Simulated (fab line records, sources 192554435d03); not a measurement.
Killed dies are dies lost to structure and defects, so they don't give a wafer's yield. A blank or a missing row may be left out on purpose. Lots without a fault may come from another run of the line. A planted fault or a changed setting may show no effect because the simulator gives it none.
fab line records | flow n5_finfet
record lots=4 wafers=12 last_day=20
route steps=1938 shown FIN_SAQP@126 FIN_CUT@154 STI_FIN_REVEAL@207 BEOL_M4@1111
lots that met no fault: from a run of the same line without faults
start_h: hours from the record's first day to the start of the lot's first wafer shown | wait_h: hours since the lot's step before | " the same as in the row above | L1.1+2: a row that stands for several wafers | - no value, or no start given | * or withheld: withheld | < > ~ a bound
route shown NAME@n: a module of which the file shows steps, and the number in the route of the first | usual: mean/standard deviation of fault-free wafers | same: alike in all rows | chamber/n: place in a boat | sites: the reading at each site | _std_site: their standard deviation | _edge_site: outer sites' mean less inner sites' | radius_mm: how far each site lies from the wafer's centre | mask NAME#n: copy n | behind: the tool/chamber that last shaped the wafer | hold: why the lot was held/for how many hours/how that ended | device: the transistor (n, p or np) that didn't switch | end of line: the same wafers' tests at the end of the route | a step without rows: its recipe alone | killed: dies lost to structure and defects at the first sort, not the wafer's yield | map: a wafer's dies, x killed, . not, _ none there
set.NAME: the setting as run; set.NAME@STEP: as run at that earlier step | model.NAME: the simulator's own value behind a step, which no gauge read
lots at some steps of the route; a table a step, a row a wafer
services: from which hour (start_h, from the record's first day; less than 0 if before it) a tool's chamber was out of use, for how many hours, and why
## steps
# step N5_FIN_SAQP_SPACER1_ETCHBACK_25
# recipe chemistry=CHF3/O2 mode=anisotropic_etchback target=SiO2 target_depth_a=244 time_s=12.2 pressure_mtorr=30 source_w=650 bias_w=170 Ar_flow_sccm=200 CHF3_flow_sccm=50 O2_flow_sccm=5 ion_energy_ev=200
# step N5_FIN_SAQP_MANDREL1_REMOVE_56
# recipe chemistry=HBr/Cl2/O2 bt_time_s=10 target=a-Si stop_on=SiNx endpoint=OES-SiCl over_etch_frac=1 icp_w=600 bias_w=22 HBr_flow_sccm=150 Cl2_flow_sccm=80 O2_flow_sccm=5 pressure_mtorr=10
# step N5_FIN_SAQP_ETCH_57
# recipe chemistry=CH3F/O2 target=SiNx mask_material=SiO2 target_depth_a=325 time_s=46.4 pressure_mtorr=30 source_w=395 bias_w=73 Ar_flow_sccm=150 CH3F_flow_sccm=30 O2_flow_sccm=20 ion_energy_ev=120 ends=cleared
# step N5_FIN_SAQP_ETCH_65
# recipe chemistry=CF4 target=SiO2 target_depth_a=40 ion_energy_ev=350 time_s=4.4 pressure_mtorr=10 icp_w=800 bias_w=400 cf4_flow_sccm=80
# step N5_FIN_SAQP_MANDREL_ETCH_58
# recipe chemistry=HBr/Cl2 target=a-Si target_depth_a=450 bt_time_s=10 stop_on=SiNx mask_material=SiO2 over_etch_frac=0.8 time_s=27 pressure_mtorr=10 icp_w=800 bias_w=75 HBr_flow_sccm=150 Cl2_flow_sccm=80 ends=end_point
# step N5_FIN_SAQP_RECESS_63
# recipe chemistry=HF/NH3 target=SiO2 target_depth_a=180 afs_cycles=3 temp_c=30 sublimation_temp_c=180 sublimation_time_s=60
# step N5_FIN_SAQP_COAT_68
# recipe resist=SOC temp_c=250 time_s=60 spin_rpm=1500 resist_thk_nm=100
# step N5_FIN_SAQP_ETCH_69
# recipe chemistry=N2/H2 target=SOC target_depth_a=1500 stop_on=SiNx ion_energy_ev=100 bias_w=61 pressure_mtorr=30 source_w=850 n2_flow_sccm=200 h2_flow_sccm=200
# step N5_FIN_SAQP_ETCH_67
# recipe chemistry=CH3F/O2 target=SiNx target_depth_a=300 mask_material=SOC pressure_mtorr=30 source_w=395 bias_w=73 Ar_flow_sccm=150 CH3F_flow_sccm=30 O2_flow_sccm=20 ion_energy_ev=120
# step N5_FIN_SAQP_STRIP_70
# recipe chemistry=N2/H2 power_w=500 temp_c=40 pressure_mtorr=50 rf_frequency_hz=6e+07 overash_fraction=0.3 bias_power_w=28 h2_frac=0.5 n2_flow_sccm=300 h2_flow_sccm=300
# step N5_FIN_SAQP_RECESS_71
# recipe chemistry=HF/NH3 target=SiO2 target_depth_a=30 afs_cycles=1 temp_c=30 sublimation_temp_c=180 sublimation_time_s=60
# step N5_FIN_SAQP_SPACER2_ALD_28
# recipe material=SiO2 target_thk_a=81 temp_c=300 ald_precursor_family=BDEAS ald_co_reactant=O2-plasma pulse_time_s=1 purge_time_s=2 co_reactant_purge_time_s=2 pressure_torr=2
# usual chamber_pressure_Torr=2.000/0.0042 heater_power_w=457/51 precursor_pulse_height_rel=0.999/0.02
# columns lot.wafer tool chamber start_h wait_h chamber_pressure_Torr heater_power_w precursor_pulse_height_rel model.SiO2_of_FIN_SAQP_SPACER2_ALD_28.thk_nm
L458.1 ald_sin-01 0 68.67 0.2 2.006 430 1.028 8.2
L458.2 " 2 " " 1.998 413 0.989 8
L458.4 " 2 " " 2.005 407 1.031 8
L464.3 ald_sin-01 3 103.73 0.1 2.000 574 0.990 6
L464.4 " 1 " " 1.993 403 1.002 8
L464.6 " 2 " " 2.003 408 0.957 8
L469.2 ald_sin-01 2 133.94 0.1 1.999 408 0.995 8
L469.4 " 0 " " 1.994 428 0.989 8
L469.6 " 3 " " 2.002 577 0.978 6
L473.2 ald_sin-02 1 157.63 0.1 1.997 518 0.953 8
L473.3 " 0 " " 2.000 454 0.990 8
L473.4 " 3 " " 2.001 443 0.996 8
# step N5_FIN_SAQP_SPACER2_ETCHBACK_29
# recipe chemistry=CHF3/O2 mode=anisotropic_etchback target=SiO2 target_depth_a=122 time_s=6.1 pressure_mtorr=30 source_w=650 bias_w=170 Ar_flow_sccm=200 CHF3_flow_sccm=50 O2_flow_sccm=5 ion_energy_ev=200
# step N5_FIN_SAQP_MANDREL2_REMOVE_60
# recipe chemistry=HBr/Cl2/O2 bt_time_s=10 target=a-Si stop_on=SiNx endpoint=OES-SiCl over_etch_frac=1 icp_w=600 bias_w=22 HBr_flow_sccm=150 Cl2_flow_sccm=80 O2_flow_sccm=5 pressure_mtorr=10
# usual drypump_motor_current_A=5.6/0.35 mfc_cl2_sccm=80.04/0.24 oes_product_au=1.002/0.02 throttle_valve_pct=36.86/0.3
# same bt_time_s=10
# columns lot.wafer tool chamber start_h wait_h drypump_motor_current_A mfc_cl2_sccm oes_product_au rf_hours_counter_h throttle_valve_pct model.FIN_SAQP.cd_nm
L458.1 rie_si-03 0 69.23 0.1 5.6 79.80 1.024 125 36.83 8
L458.2 " 2 " " 5.0 79.68 1.009 146 37.36 8
L458.4 " 0 " " 5.6 80.07 1.037 - 36.81 8
L464.3 rie_si-03 0 104.15 0.1 5.5 79.43 1.040 125 36.83 6
L464.4 " 2 " " 5.0 79.86 0.999 146 37.34 8.2
L464.6 " 1 " " 6.1 80.06 0.961 - 36.83 8
L469.2 rie_si-06 2 134.36 0.1 5.8 80.11 1.004 47 36.89 8
L469.4 " 0 " " 5.7 80.19 0.980 125 37.19 8.2
L469.6 " 1 " " 5.6 79.93 0.985 - 36.76 6.2
L473.2 rie_si-06 3 158.04 0.1 5.4 80.04 1.008 85 36.76 8
L473.3 " 0 " " 5.7 80.02 0.992 125 37.21 8
L473.4 " 1 " " 5.6 80.01 0.998 103 36.76 8.2
# step N5_FIN_SAQP_CD_MEAS_31
# recipe target_cd_nm=8 landing_energy_ev=1000 detector=se_inlens polarity=line
# usual cd_nm=8.06/0.23
# columns lot.wafer tool chamber start_h wait_h cd_nm
L458.1 cd_sem-01 0 69.34 0.1 7.91
L458.2 " 0 " " 7.78
L458.4 " 0 " " 8.32
L464.3 cd_sem-02 0 104.26 0.1 6.17
L464.4 " 0 " " 8.01
L464.6 " 0 " " 8.20
L469.2 cd_sem-03 0 134.47 0.1 8.10
L469.4 " 0 " " 7.97
L469.6 " 0 " " 6.03
L473.2 cd_sem-02 0 158.16 0.1 8.13
L473.3 " 0 " " 7.57
L473.4 " 0 " " 8.42
# step N5_FIN_SAQP_HM_OPEN_33
# recipe chemistry=CH3F/O2 target=SiNx mask_material=SiO2 target_depth_a=494 time_s=70.6 pressure_mtorr=30 source_w=395 bias_w=73 Ar_flow_sccm=150 CH3F_flow_sccm=30 O2_flow_sccm=20 ion_energy_ev=120 ends=cleared
# step N5_FIN_SAQP_ETCH_34
# recipe chemistry=C4F6/O2 target=SiO2 target_depth_a=450 time_s=15 ion_energy_ev=250 pressure_mtorr=30 source_w=345 bias_w=185 Ar_flow_sccm=300 C4F6_flow_sccm=10 O2_flow_sccm=10 ends=cleared
# step N5_FIN_SAQP_STRIP_77
# recipe chemistry=N2/H2 time_s=90 power_w=100 temp_c=40 pressure_mtorr=100 rf_frequency_hz=6e+07 bias_power_w=3 n2_flow_sccm=300 h2_flow_sccm=300
# step N5_FIN_SAQP_HM_CD_35
# recipe target_cd_nm=8 polarity=line
# usual cd_nm=8.11/0.25
# columns lot.wafer tool chamber start_h wait_h cd_nm
L458.1 cd_sem-03 - 69.61 0.1 8.21
L458.2 " - " " 8.25
L458.4 " - " " 8.12
L464.3 cd_sem-03 - 104.53 0.1 6.52
L464.4 " - " " 8.14
L464.6 " - " " 7.93
L469.2 cd_sem-02 - 134.74 0.1 7.97
L469.4 " - " " 7.89
L469.6 " - " " 6.04
L473.2 cd_sem-01 - 158.43 0.1 8.31
L473.3 " - " " 8.27
L473.4 " - " " 8.15
# step N5_FIN_SAQP_ETCH_64
# recipe chemistry=CF4 target=SiO2 target_depth_a=15 ion_energy_ev=350 pressure_mtorr=10 icp_w=800 bias_w=400 cf4_flow_sccm=80
# step N5_FIN_SAQP_FIN_ETCH_36
# recipe chemistry=HBr/Cl2/O2 target_depth_a=1200 mask_material=SiNx time_s=50.4 bias_w=102 pressure_mtorr=10 icp_w=800 HBr_flow_sccm=150 Cl2_flow_sccm=80 O2_flow_sccm=12
# usual drypump_motor_current_A=5.5/0.38 mfc_cl2_sccm=79.94/0.21 oes_product_au=1.005/0.021 throttle_valve_pct=36.0/0.38
# columns lot.wafer tool chamber start_h wait_h drypump_motor_current_A mfc_cl2_sccm oes_product_au rf_hours_counter_h throttle_valve_pct model.FIN_SAQP.cd_nm
L458.1 rie_si-02 0 69.68 0.0 5.6 80.05 1.014 8 36.2 8
L458.2 " 1 " " 5.4 79.78 1.003 32 35.3 8
L458.4 " 2 " " 4.7 79.82 1.028 116 35.8 8.2
L464.3 rie_si-06 1 104.59 0.0 5.6 80.21 0.977 102 36.2 6.4
L464.4 " 0 " " 5.7 79.98 0.982 124 36.5 8.2
L464.6 " 1 " " 5.6 80.22 0.979 - 36.1 8.4
L469.2 rie_si-02 3 134.80 0.0 5.5 80.15 0.986 97 35.7 8
L469.4 " 0 " " 5.6 79.63 1.017 9 36.1 8.2
L469.6 " 3 " " 5.4 80.39 0.985 - 35.7 6.2
L473.2 rie_si-02 2 158.49 0.0 4.7 79.85 1.035 118 35.8 8.2
L473.3 " 1 " " 5.4 79.94 0.990 33 35.3 8.2
L473.4 " 3 " " 5.4 79.81 0.975 98 35.7 8.4
# step N5_FIN_SAQP_CD_MEAS_37
# recipe target_cd_nm=8 polarity=line
# usual cd_nm=8.09/0.24
# columns lot.wafer tool chamber start_h wait_h cd_nm
L458.1 cd_sem-03 - 69.79 0.1 8.26
L458.2 " - " " 7.85
L458.4 " - " " 8.47
L464.3 cd_sem-01 - 104.72 0.1 6.24
L464.4 " - " " 7.99
L464.6 " - " " 7.99
L469.2 cd_sem-02 - 134.93 0.1 8.09
L469.4 " - " " 8.27
L469.6 " - " " 6.00
L473.2 cd_sem-03 - 158.61 0.1 8.44
L473.3 " - " " 7.95
L473.4 " - " " 8.26
# step N5_FIN_SAQP_PRECLEAN_38
# recipe chemistry=O3/DIW time_s=45 temp_c=22 o3_ppm=10
# step N5_FIN_SAQP_PRECLEAN_45
# recipe chemistry=dHF time_s=10 dilution=500:1 temp_c=25
# step N5_FIN_SAQP_SRD_39
# recipe dry=ipa_marangoni time_s=30 temp_c=23 rinse_liquid=diw
# step N5_FIN_CUT_COAT_18
# recipe resist=SOC temp_c=250 time_s=60 spin_rpm=1500 resist_thk_nm=230
# step N5_FIN_CUT_COAT_19
# recipe resist=SiARC temp_c=220 time_s=60 spin_rpm=1500 resist_thk_nm=20
# step N5_FIN_CUT_COAT_29
# recipe resist=underlayer temp_c=205 time_s=60 spin_rpm=1500 resist_thk_nm=10
# step N5_FIN_CUT_COAT_02
# recipe resist=CAR-EUV spin_rpm=1500 resist_thk_nm=30
# step N5_FIN_CUT_EBR_04
# recipe solvent=PGMEA ebr_width_mm=1.5
# step N5_FIN_CUT_SOFTBAKE_03
# recipe temp_c=110 time_s=60 resist=CAR-EUV
# step N5_FIN_CUT_EXPOSE_05
# recipe mask_id=FIN_CUT na=0.33 source_shape=annular sigma_inner=0.35 sigma_outer=0.8 polarization=unpolarized dose_mj=45.75
# step N5_FIN_CUT_PEB_06
# recipe peb_temp_c=100 peb_time_s=60 resist=CAR-EUV
# step N5_FIN_CUT_DEVELOP_07
# recipe develop_time_s=30 developer=TMAH resist=CAR-EUV rinse_liquid=surfactant_rinse dry=air_spin dev_temp_c=23
# step N5_FIN_CUT_DESCUM_13
# recipe chemistry=O2 time_s=7 source_power_w=50 bias_power_w=20 pressure_mtorr=20 rf_frequency_hz=2.712e+07 temp_c=40 resist=CAR-EUV o2_flow_sccm=225
# step N5_FIN_CUT_ETCH_30
# recipe chemistry=N2/H2 target=underlayer target_depth_a=130 mask_material=CAR-EUV time_s=10.4 ion_energy_ev=200 pressure_mtorr=30 source_w=840 bias_w=150 n2_flow_sccm=200 h2_flow_sccm=200 ends=cleared
# step N5_STI_FIN_REVEAL_CD_MEAS_22
# recipe target_cd_nm=6.238 pitch_nm=28 polarity=line
# usual cd_nm=6.27/0.27
# columns lot.wafer tool chamber start_h wait_h cd_nm
L458.1 cd_sem-02 - 80.81 0.0 6.29
L458.2 " - " " 5.80
L458.4 " - " " 6.23
L464.3 cd_sem-01 - 115.13 0.0 4.65
L464.4 " - " " 6.63
L464.6 " - " " 6.80
L469.2 cd_sem-03 - 145.21 0.0 5.82
L469.4 " - " " 6.18
L469.6 " - " " 4.18
L473.2 cd_sem-02 - 168.93 0.0 6.27
L473.3 " - " " 6.42
L473.4 " - " " 6.48
# step N5_BEOL_M4_RC_MEAS_101
# usual DIBL_N=36.3/1.7 DIBL_P=36.5/2.1 IOFF_N=0.16/0.03 IOFF_N_85C=3.2/0.49 IOFF_N_LIN=0.074/0.011 IOFF_P=0.22/0.035 IOFF_P_85C=3.8/0.5 IOFF_P_LIN=0.104/0.012 ION_N=675/11 ION_P=465/7.1 SS_N=71.5/0.62 SS_P=73.3/0.64 VT_N=250/3.1 VT_N_LVT=98/3.1 VT_P=-249.1/3 VT_P_LVT=-97.7/2.7
# columns lot.wafer tool chamber start_h wait_h DIBL_N[mV/V] DIBL_P[mV/V] IOFF_N[nA/um] IOFF_N_85C[nA/um] IOFF_N_LIN[nA/um] IOFF_P[nA/um] IOFF_P_85C[nA/um] IOFF_P_LIN[nA/um] ION_N[uA/um] ION_P[uA/um] SS_N[mV/dec] SS_P[mV/dec] VT_N[mV] VT_N_LVT[mV] VT_P[mV] VT_P_LVT[mV]
L458.1 prober-02 0 201.74 0.0 36.5 34.6 0.15 3.0 0.071 0.21 3.7 0.104 683 466 72.1 72.5 251 98 -249.8 -96.1
L458.2 " 0 " " 36.5 35.3 0.15 3.0 0.071 0.21 3.7 0.103 673 467 72.0 73.9 250 98 -249.7 -96.9
L458.4 " 0 " " 37.1 35.7 0.17 3.4 0.077 0.24 4.2 0.114 672 469 72.1 73.0 248 97 -246.0 -94.4
L464.3 prober-02 0 285.61 0.3 25.8 21.9 0.03 0.9 0.020 0.07 1.4 0.045 594 427 68.9 69.7 276 125 -262.5 -112.3
L464.4 " 0 " " 36.3 36.8 0.16 3.0 0.074 0.24 4.1 0.111 687 474 71.0 73.9 248 98 -248.7 -96.1
L464.6 " 0 " " 36.2 35.5 0.16 3.1 0.075 0.22 3.7 0.103 675 467 71.4 73.4 249 97 -247.2 -97.9
L473.2 prober-02 0 312.40 0.2 39.3 40.9 0.22 4.1 0.096 0.28 4.5 0.124 703 484 71.4 74.7 248 92 -245.9 -93.4
L473.3 " 0 " " 37.3 38.2 0.18 3.6 0.085 0.23 3.9 0.109 686 465 71.7 73.7 246 94 -248.6 -95.1
L473.4 " 0 " " 38.5 39.9 0.20 3.9 0.091 0.27 4.5 0.123 678 466 71.7 73.9 250 93 -247.1 -93.5
L469.2 prober-02 0 330.40 0.2 36.6 36.9 0.15 3.0 0.074 0.23 3.9 0.107 671 465 71.0 73.0 251 100 -247.6 -98.8
L469.4 " 0 " " 38.7 39.1 0.20 3.7 0.088 0.27 4.4 0.120 684 471 72.1 74.0 246 97 -245.4 -96.8
L469.6 " 0 " " 23.6 19.5 0.03 0.7 0.017 0.06 1.2 0.040 570 419 68.6 68.8 276 128 -264.4 -115.7
## services
# columns tool chamber start_h hours kind
ald_sin-02 0 52.00 2.5 repair
ald_sin-01 1 57.66 43.9 repair
ald_sin-01 3 58.87 6.2 repair
rie_si-02 3 59.62 9.9 repair
ald_sin-01 3 68.49 8.4 repair
rie_si-03 1 68.67 5.6 repair
rie_si-06 2 71.54 1.6 repair
ald_sin-02 - 85.31 14.0 pm
ald_sin-02 0 85.31 14.0 vent_cycle
ald_sin-02 1 85.31 14.0 vent_cycle
ald_sin-02 2 85.31 14.0 vent_cycle
ald_sin-02 3 85.31 14.0 vent_cycle
ald_sin-02 0 99.31 - clean
ald_sin-02 1 99.31 - clean
ald_sin-02 2 99.31 - clean
ald_sin-02 3 99.31 - clean
rie_si-03 2 106.89 9.9 repair
ald_sin-01 1 121.31 1.8 repair
ald_sin-02 2 142.87 - calibration
ald_sin-01 3 153.29 4.2 repair
## key
first_sign step=N5_FIN_SAQP_CD_MEAS_31 reading=cd_nm direction=down sigmas=8.5 usual=8.06 struck=6.10
effect step=N5_FIN_SAQP_HM_CD_35 reading=cd_nm direction=down sigmas=7.5 usual=8.11 struck=6.28
effect step=N5_FIN_SAQP_CD_MEAS_37 reading=cd_nm direction=down sigmas=8.3 usual=8.09 struck=6.12
effect step=N5_STI_FIN_REVEAL_CD_MEAS_22 reading=cd_nm direction=down sigmas=6.9 usual=6.27 struck=4.42
effect step=N5_BEOL_M4_RC_MEAS_101 reading=VT_N_LVT direction=up sigmas=9 usual=98 struck=127
effect step=N5_BEOL_M4_RC_MEAS_101 reading=VT_N direction=up sigmas=8.5 usual=250 struck=276
effect step=N5_BEOL_M4_RC_MEAS_101 reading=ION_N direction=down sigmas=8.2 usual=675 struck=582
effect step=N5_BEOL_M4_RC_MEAS_101 reading=DIBL_P direction=down sigmas=7.5 usual=36.5 struck=20.7
effect step=N5_BEOL_M4_RC_MEAS_101 reading=DIBL_N direction=down sigmas=6.8 usual=36.3 struck=24.7
effect step=N5_BEOL_M4_RC_MEAS_101 reading=SS_P direction=down sigmas=6.3 usual=73.3 struck=69.3
effect step=N5_BEOL_M4_RC_MEAS_101 reading=VT_P_LVT direction=down sigmas=6 usual=-97.7 struck=-114.0
effect step=N5_BEOL_M4_RC_MEAS_101 reading=ION_P direction=down sigmas=5.9 usual=465 struck=423
effect step=N5_BEOL_M4_RC_MEAS_101 reading=IOFF_P_LIN direction=down sigmas=5.1 usual=0.104 struck=0.043
effect step=N5_BEOL_M4_RC_MEAS_101 reading=IOFF_P_85C direction=down sigmas=5 usual=3.8 struck=1.3
effect step=N5_BEOL_M4_RC_MEAS_101 reading=IOFF_N_LIN direction=down sigmas=4.9 usual=0.074 struck=0.019
effect step=N5_BEOL_M4_RC_MEAS_101 reading=VT_P direction=down sigmas=4.9 usual=-249.1 struck=-263.5
model_effect step=N5_FIN_SAQP_SPACER2_ALD_28 value=SiO2_of_FIN_SAQP_SPACER2_ALD_28.thk_nm without=8.1 struck=6
model_effect step=N5_FIN_SAQP_MANDREL2_REMOVE_60 value=FIN_SAQP.cd_nm without=8.2 struck=6.1
model_effect step=N5_FIN_SAQP_FIN_ETCH_36 value=FIN_SAQP.cd_nm without=8.3 struck=6.3
met_at N5_FIN_SAQP_SPACER2_ALD_28
struck_wafers L464.3,L469.6
sort_left_out L464.3,L469.6
fault kind=process_parameter_drift tool=ald_sin-01 chamber=3 onset_h=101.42 steps=N5_FIN_SAQP_SPACER2_ALD_28 channel=target_thk_a offset=* shape=step end_h=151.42 acts_in=* stated=*
# sort_left_out: the simulated sort isn't trusted on such a fault, so these wafers' sort isn't shown, and their yield isn't known
